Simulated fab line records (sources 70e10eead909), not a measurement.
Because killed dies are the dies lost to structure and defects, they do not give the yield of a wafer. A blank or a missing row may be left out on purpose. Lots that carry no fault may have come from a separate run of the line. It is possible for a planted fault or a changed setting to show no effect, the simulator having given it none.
Struck lot and sound lot, side by side / flow nand-harc / 14 out of 1159 route steps
Sound: the wafers L891.1, L891.4, L891.5. Wafers struck: L894.1, L894.2, L894.4. The cause is given at the end.
Each step with rows lists, per side, the tool, then ch with its chambers, then its first start. Under that, the readings that differ: sound wafers / struck wafers / difference of the means / sigmas: that difference in standard deviations of wafers without a fault.
alike: readings whose means differ by less than 2 such deviations, and words and numbers that are the same on both sides. not compared: withheld readings, readings that some wafer has no value for, bounds like >300 that may hide the same value, and numbers for which the record gives no deviation and whose values overlap.
A row with sigmas, a row that says differs or no value, or rows on one side alone: a step with any of these is where the two part. When numbers do not overlap yet have no deviation, they are printed without sigmas and do not part them. A reading missing from all wafers of one side parts the sides only when that side holds two or more wafers.

NHARC_P_GATE_STRIP_95: strips in O2.
  sound on plasma-asher-01 ch 0, day 7 23:13; struck on plasma-asher-01 ch 0,1, day 9 01:10
  alike: drypump-motor-current-A, heater-power-w
  not compared: rf-hours-counter-h
then, 1 step without rows for these wafers: NHARC_P_GATE_STRIP_96 (strips in SPM, time 900 s).
NHARC_P_GATE_RTA_64: time 1 s.
  sound on rtp-anneal-02 ch 0, day 7 23:46; struck on rtp-anneal-01 ch 0, day 9 01:52
  alike: lamp-power-pct, wafer_temp_C_max
then, 1 step without rows for these wafers: NHARC_P_GATE_ETCH_77 (etches SiO2 in dHF, target depth 6 nm).
NHARC_P_GATE_DEGAS_109: time 60 s.
  sound on pvd-sputter-03 at day 8 00:04; struck on pvd-sputter-01 at day 9 02:11
  alike: heater-power-w, susceptor-temp-C
then, 3 steps without rows for these wafers: NHARC_P_GATE_PRE_CLEAN_110 (time 30 s); NHARC_P_GATE_SPUTTER_78 (material Ni, target thk 10 nm); NHARC_P_GATE_SPUTTER_79 (material TiN, target thk 10 nm).
NHARC_P_GATE_RTA_80: time 30 s.
  sound on rtp-anneal-02 ch 0, day 8 00:23; struck on rtp-anneal-02 ch 0, day 9 02:36
  alike: lamp-power-pct, wafer_temp_C_max
then, 1 step without rows for these wafers: NHARC_P_GATE_STRIP_67 (strips in SPM, time 600 s).
NHARC_P_GATE_RTA_82: time 30 s.
  sound on rtp-anneal-02 ch 0, day 8 00:50; struck on rtp-anneal-01 ch 0, day 9 03:04
  alike: lamp-power-pct, wafer_temp_C_max
NHARC_P_GATE_INSPECT_68:
  sound on defect-inspect-02 at day 8 01:02; struck on defect-inspect-01 at day 9 03:16
  alike: raw-defect-count
NHARC_P_CONTACT_DEP_30: deposits SiNx, target thk 30 nm.
  sound on pecvd-04 ch 0,1, day 8 01:08; struck on pecvd-01 ch 0,2, day 9 03:58
  alike: heater-power-outer-w, heater-power-w, susceptor-temp-C
then, 1 step without rows for these wafers: NHARC_P_CONTACT_DEP_00 (deposits SiO2, target thk 500 nm).

## WHERE THEY PART
Nowhere in this record.

WHY: what had been put in by the simulator
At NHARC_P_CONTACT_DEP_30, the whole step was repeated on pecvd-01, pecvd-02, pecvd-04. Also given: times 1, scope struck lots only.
